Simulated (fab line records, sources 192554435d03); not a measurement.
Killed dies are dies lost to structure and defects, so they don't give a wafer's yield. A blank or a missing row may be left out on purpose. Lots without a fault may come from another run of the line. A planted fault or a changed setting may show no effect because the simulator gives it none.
Chamber matching | flow n5_finfet | N5_STI_FIN_REVEAL_ETCH_34 on rie_si-04: 4 sister chambers
The step etches Si in H2, material Si, target depth 0.97 nm. 8 wafers are shown with their chamber, then 7 later ones without.

WAFERS WITH THEIR CHAMBER
wafer  | chamber | drypump_motor_current_A (A) | oes_product_au (a.u.)
L075.6 | 0       | 4.8                         | 1.045
L076.2 | 1       | 5.7                         | 0.997
L083.1 | 0       | 4.8                         | 1.043
L083.3 | 1       | 5.7                         | 1.010
L085.5 | 3       | 6.5                         | 0.989
L085.6 | 2       | 5.6                         | 1.003
L090.3 | 2       | 5.7                         | 0.993
L090.4 | 3       | 6.4                         | 0.993

WAFERS WITHOUT THEIR CHAMBER
wafer  | drypump_motor_current_A (A) | oes_product_au (a.u.)
L090.6 | 4.8                         | 1.022
L093.1 | 6.5                         | 0.998
L093.3 | 5.7                         | 1.009
L093.4 | 5.8                         | 1.012
L097.2 | 5.6                         | 0.996
L097.3 | 4.9                         | 1.036
L097.6 | 6.5                         | 0.983

WHICH CHAMBER EACH WENT THROUGH
wafer  | from the rows above     | in truth
L090.6 | 0                       | 0
L093.1 | 3                       | 3
L093.3 | can't be placed: 1 or 2 | 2
L093.4 | can't be placed: 1 or 2 | 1
L097.2 | can't be placed: 2 or 1 | 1
L097.3 | 0                       | 0
L097.6 | 3                       | 3
Placed correctly: 4 of 7. Can't be placed from these rows: 3 (the true chamber is among the candidates in 3). Placed wrongly: 0.
How it was worked out, from the rows above alone: a wafer's distance from a chamber is the root of the sum, over the readings, of the square of ((its reading less the chamber's mean) divided by the reading's scatter). The wafer belongs to the nearest chamber; if the next one is less than 2 further off, it can't be placed. A chamber's mean is the mean of its shown wafers. The scatter: the root of (the sum of the squares of (reading less its chamber's mean) over the shown wafers, divided by (wafers less chambers)).
